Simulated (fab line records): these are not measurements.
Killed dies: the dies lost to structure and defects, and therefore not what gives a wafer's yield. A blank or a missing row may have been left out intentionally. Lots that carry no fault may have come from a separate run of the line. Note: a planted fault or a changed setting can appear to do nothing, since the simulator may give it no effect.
Matching of chambers || flow nand-harc || rie-diel-10 running NHARC_P_GATE_DESCUM_61: 4 sister chambers
The step chemistry O2, time 3 s. 8 wafers are shown with their chamber, then 7 later ones without.

## WAFERS, EACH WITH ITS CHAMBER
{"wafer": "L569.5", "chamber": 1, "showerhead-plenum-p-Torr (Torr)": 1.91, "rf-vpp-V (V)": 57.5}
{"wafer": "L570.5", "chamber": 2, "showerhead-plenum-p-Torr (Torr)": 1.94, "rf-vpp-V (V)": 57.9}
{"wafer": "L580.5", "chamber": 0, "showerhead-plenum-p-Torr (Torr)": 2.06, "rf-vpp-V (V)": 58.9}
{"wafer": "L581.2", "chamber": 0, "showerhead-plenum-p-Torr (Torr)": 2.06, "rf-vpp-V (V)": 57.8}
{"wafer": "L581.3", "chamber": 3, "showerhead-plenum-p-Torr (Torr)": 1.87, "rf-vpp-V (V)": 57.4}
{"wafer": "L581.4", "chamber": 1, "showerhead-plenum-p-Torr (Torr)": 1.90, "rf-vpp-V (V)": 56.9}
{"wafer": "L582.2", "chamber": 2, "showerhead-plenum-p-Torr (Torr)": 1.94, "rf-vpp-V (V)": 56.0}
{"wafer": "L582.3", "chamber": 3, "showerhead-plenum-p-Torr (Torr)": 1.87, "rf-vpp-V (V)": 58.4}

## WAFERS WITHOUT THEIR CHAMBER
{"wafer": "L582.5", "showerhead-plenum-p-Torr (Torr)": 1.87, "rf-vpp-V (V)": 56.6}
{"wafer": "L585.1", "showerhead-plenum-p-Torr (Torr)": 1.90, "rf-vpp-V (V)": 57.7}
{"wafer": "L585.3", "showerhead-plenum-p-Torr (Torr)": 1.87, "rf-vpp-V (V)": 58.1}
{"wafer": "L585.5", "showerhead-plenum-p-Torr (Torr)": 2.06, "rf-vpp-V (V)": 58.9}
{"wafer": "L586.1", "showerhead-plenum-p-Torr (Torr)": 1.94, "rf-vpp-V (V)": 57.0}
{"wafer": "L586.3", "showerhead-plenum-p-Torr (Torr)": 1.87, "rf-vpp-V (V)": 57.2}
{"wafer": "L586.5", "showerhead-plenum-p-Torr (Torr)": 2.06, "rf-vpp-V (V)": 57.5}

## THE CHAMBER EACH PASSED THROUGH
{"wafer": "L582.5", "from the rows above": 3, "in truth": 3}
{"wafer": "L585.1", "from the rows above": 1, "in truth": 1}
{"wafer": "L585.3", "from the rows above": 3, "in truth": 3}
{"wafer": "L585.5", "from the rows above": 0, "in truth": 0}
{"wafer": "L586.1", "from the rows above": 2, "in truth": 2}
{"wafer": "L586.3", "from the rows above": 3, "in truth": 3}
{"wafer": "L586.5", "from the rows above": 0, "in truth": 0}
Correctly placed: 7 of 7. From these rows, 0 cannot be placed. Wrongly placed: 0.
How it was worked out, from the rows above alone: a wafer's distance from a chamber is the root of the sum, over the readings, of the square of ((its reading less the chamber's mean) divided by the reading's scatter). If the next closest chamber is less than 2 further off than the closest, the wafer can't be placed; otherwise it belongs to the closest. A chamber's mean is the mean of its shown wafers. The scatter is the square root of a quotient: the sum, over the shown wafers, of each reading's squared deviation from its chamber's mean, divided by wafers minus chambers.
